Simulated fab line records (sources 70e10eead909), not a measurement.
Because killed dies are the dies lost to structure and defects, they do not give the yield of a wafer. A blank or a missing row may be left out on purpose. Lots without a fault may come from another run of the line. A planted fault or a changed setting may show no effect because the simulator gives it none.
A lot that was struck, set against a sound lot / flow nand_harc / 42 out of 1159 route steps
Sound: these wafers, L171.1, L171.5, L171.6. Struck: wafers L183.2, L183.6 (left out: L183.1, a lot-mate that was not struck); the cause follows at the end.
Each step with rows lists, per side, the tool, then ch with its chambers, then its first start. Under that, the readings that differ: sound wafers / struck wafers / difference of the means / sigmas: that difference in standard deviations of wafers without a fault.
alike: words and numbers the same on both sides, and readings whose means are apart by under 2 such deviations; not compared: readings that were withheld, readings missing a value for some wafer, numbers with overlapping values and no deviation given by the record, and bounds like >300 which may hide the same value.
A row with sigmas, a row that says differs or no value, or rows on one side alone: a step with any of these is where the two part. When numbers do not overlap yet have no deviation, they are printed without sigmas and do not part them. A reading missing from all wafers of one side parts the sides only when that side holds two or more wafers.

NHARC_A_CONTACT_DESCUM_47: chemistry O2, time 3 s.
  sound on rie_diel-06 ch 0,1, day 16 21:49; struck on rie_diel-06 ch 0,3, day 19 20:57
  alike: chamber_pressure_mTorr, drypump_motor_current_A, o2_flow_sccm, oes_product_au, rf_vpp_V, showerhead_plenum_p_Torr, throttle_valve_pct
  not compared: rf_hours_counter_h
then, 1 step without rows for these wafers: NHARC_A_CONTACT_ETCH_48 (etches the open film in CF4, target depth 39 nm, time 65 s).
NHARC_A_CONTACT_ETCH_49: etches the open film in N2/H2, target depth 260 nm, time 475.3 s.
  sound on rie_diel-06 ch 2,3; struck on rie_diel-06 ch 1,3
  alike: bias_w, chamber_pressure_mTorr, drypump_motor_current_A, oes_product_au, rf_vpp_V, showerhead_plenum_p_Torr, throttle_valve_pct
  not compared: rf_hours_counter_h
then, 1 step without rows for these wafers: NHARC_A_CONTACT_ETCH_50 (etches the open film in CF4/CHF3, target depth 84.7 nm, time 42.4 s).
NHARC_A_CONTACT_ETCH_51: etches the open film in O2/COS, target depth 3600 nm, time 936 s.
  sound on rie_diel-06 ch 1,2; struck on rie_diel-06 ch 1,3
  alike: bias_w, chamber_pressure_mTorr, drypump_motor_current_A, o2_flow_sccm, oes_product_au, rf_vpp_V, showerhead_plenum_p_Torr, throttle_valve_pct
  not compared: rf_hours_counter_h
then, 4 steps without rows for these wafers: NHARC_A_CONTACT_ETCH_111 (etches the open film in C4F8/O2/Ar, time 140 s, target depth 700 nm); NHARC_A_CONTACT_ETCH_112 (etches the open film in C4F8/O2/Ar, time 94 s, target depth 922 nm); NHARC_A_CONTACT_ETCH_113 (etches the open film in C4F8/O2/Ar, time 94 s, target depth 922 nm); NHARC_A_CONTACT_ETCH_114 (etches the open film in C4F8/O2/Ar, time 94 s, target depth 922 nm).
NHARC_A_CONTACT_ETCH_115: etches the open film in C4F8/O2/Ar, time 94 s, target depth 922 nm.
  sound on har_cap_etch-02 ch 0,1, day 16 23:34; struck on har_cap_etch-01 ch 0, day 19 22:53
  alike: chamber_pressure_mTorr
  not compared: rf_hours_counter_h
then, 2 steps without rows for these wafers: NHARC_A_CONTACT_ETCH_116 (etches the open film in C4F8/O2/Ar, time 94 s, target depth 922 nm); NHARC_A_CONTACT_ETCH_117 (etches the open film in C4F8/O2/Ar, time 94 s, target depth 922 nm).
NHARC_A_CONTACT_ETCH_118: etches the open film in C4F8/O2/Ar, time 94 s, target depth 922 nm.
  sound on har_cap_etch-02 ch 0,1, day 16 23:51; struck on har_cap_etch-01 ch 0, day 19 23:09
  alike: chamber_pressure_mTorr
  not compared: rf_hours_counter_h
then, 4 steps without rows for these wafers: NHARC_A_CONTACT_ETCH_119 (etches the open film in C4F8/O2/Ar, time 94 s, target depth 922 nm); NHARC_A_CONTACT_ETCH_120 (etches the open film in C4F8/O2/Ar, time 94 s, target depth 922 nm); NHARC_A_CONTACT_ETCH_121 (etches the open film in C4F8/O2/Ar, time 94 s, target depth 922 nm); NHARC_A_CONTACT_ETCH_122 (etches the open film in C4F8/O2/Ar, time 95 s, target depth 930 nm).
NHARC_A_CONTACT_ETCH_123: etches the open film in C4F8/O2/Ar, time 253 s, target depth 1090 nm.
  sound on har_cap_etch-02 ch 0,1, day 17 00:20; struck on har_cap_etch-01 ch 0, day 19 23:37
  alike: chamber_pressure_mTorr
  not compared: rf_hours_counter_h
then, 2 steps without rows for these wafers: NHARC_A_CONTACT_ETCH_90 (etches the open film in CH3F/O2, target depth 40 nm, time 85.7 s); NHARC_A_CONTACT_ETCH_96 (etches the open film in C4F6/O2, target depth 20 nm, time 10 s).
NHARC_A_CONTACT_CD_MEAS_53:
  struck on cd_sem-02, day 20 00:37; sound on cd_sem-01, day 17 01:07
  alike: cd_nm
then, 18 steps without rows for these wafers: NHARC_A_CONTACT_STRIP_99 (strips in N2/H2); NHARC_A_CONTACT_STRIP_100 (strips in CF4/CHF3); NHARC_A_CONTACT_STRIP_101 (strips in O2/COS); NHARC_A_CONTACT_ETCH_102 (etches the open film in CF4/O2, target depth 70 nm, overetch 7 nm, time 38.5 s); NHARC_A_CONTACT_STRIP_55 (strips in O2); NHARC_A_CONTACT_STRIP_56 (strips in post etch residue remover, time 600 s); NHARC_A_CONTACT_DEP_57 (deposits aC, target thk 2800 nm); NHARC_A_CONTACT_DEP_58 (deposits SiON, target thk 60 nm); NHARC_A_CONTACT_DEHYDRATE_59 (time 120 s); NHARC_A_CONTACT_HMDS_60 (time 30 s); NHARC_A_CONTACT_COAT_61 (time 75 s); NHARC_A_CONTACT_COAT_62 (time 65 s); NHARC_A_CONTACT_COAT_63 (resist thk 90 nm); NHARC_A_CONTACT_SOFTBAKE_64 (time 55 s); NHARC_A_CONTACT_EBR_65; NHARC_A_CONTACT_EXPOSE_66 (exposes mask A CC 2); NHARC_A_CONTACT_PEB_67 (peb time 65 s); NHARC_A_CONTACT_DEVELOP_68 (develop time 35 s).
NHARC_A_CONTACT_CD_MEAS_69 targets a cd of 200 nm.
  sound on cd_sem-03 ch 0, day 17 06:18; struck on cd_sem-02 ch 0, day 20 04:19
  alike: cd_nm
NHARC_A_CONTACT_OVL_MEAS_70:
  struck on overlay-01, day 20 04:23; sound on overlay-02, day 17 06:23
  alike: overlay_x_nm, overlay_y_nm
-- jump in the record: it breaks off in module A_CONTACT and resumes in module END (first step shown: number 1159 of the route), and 3 days separate the struck wafers' starts before and after --
NHARC_END_SORT_01:
  here the record holds rows for the struck wafers (prober-01 ch 0, day 22 21:52) but none for the sound ones

WHERE THEY PART
Within this record, at NHARC_END_SORT_01 only.

WHY: whatever the simulator had introduced
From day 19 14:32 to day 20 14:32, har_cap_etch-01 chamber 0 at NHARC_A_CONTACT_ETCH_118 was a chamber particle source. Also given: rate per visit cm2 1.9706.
